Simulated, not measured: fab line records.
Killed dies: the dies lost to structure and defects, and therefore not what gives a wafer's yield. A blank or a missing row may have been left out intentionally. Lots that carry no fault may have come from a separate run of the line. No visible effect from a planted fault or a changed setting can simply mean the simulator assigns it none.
Matching of chambers :: flow n5Finfet :: N5_BEOL_M5_DEP_56 on pecvd-02: 3 sister chambers
The step deposits SiCN from 3MS/NH3, target thk 8 nm, time 14 s. 3 wafers are shown with their chamber, then 8 later ones without.

WAFERS WITH THEIR CHAMBER
wafer: L818.3
chamber: 0
throttleValvePct (%): 9.4

wafer: L818.5
chamber: 1
throttleValvePct (%): 9.4

wafer: L819.1
chamber: 2
throttleValvePct (%): 8.3

WAFERS MISSING THEIR CHAMBER
wafer: L819.2
throttleValvePct (%): 9.6

wafer: L819.6
throttleValvePct (%): 9.1

wafer: L823.1
throttleValvePct (%): 9.4

wafer: L823.4
throttleValvePct (%): 9.4

wafer: L823.5
throttleValvePct (%): 8.1

wafer: L824.1
throttleValvePct (%): 8.3

wafer: L824.2
throttleValvePct (%): 9.5

wafer: L824.3
throttleValvePct (%): 9.5

CHAMBER TAKEN BY EACH
wafer: L819.2
from the rows above: can't be placed: 0 or 1
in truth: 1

wafer: L819.6
from the rows above: can't be placed: 0 or 1
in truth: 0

wafer: L823.1
from the rows above: can't be placed: 0 or 1
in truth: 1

wafer: L823.4
from the rows above: can't be placed: 0 or 1
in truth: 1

wafer: L823.5
from the rows above: 2
in truth: 2

wafer: L824.1
from the rows above: 2
in truth: 2

wafer: L824.2
from the rows above: can't be placed: 0 or 1
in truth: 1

wafer: L824.3
from the rows above: can't be placed: 0 or 1
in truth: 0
Placed correctly: 2 of 8. Not placeable from these rows: 6 (in 6, the candidates include the true chamber). Placed wrongly: 0.
How it was worked out, from the rows above alone: a wafer's distance from a chamber is the root of the sum, over the readings, of the square of ((its reading less the chamber's mean) divided by the reading's scatter). If the next closest chamber is less than 2 further off than the closest, the wafer can't be placed; otherwise it belongs to the closest. The mean given for a chamber averages the wafers shown for that chamber. The scatter: with one shown wafer a chamber, the root of the mean of the squares of how far each hidden wafer lies from its nearest shown one.
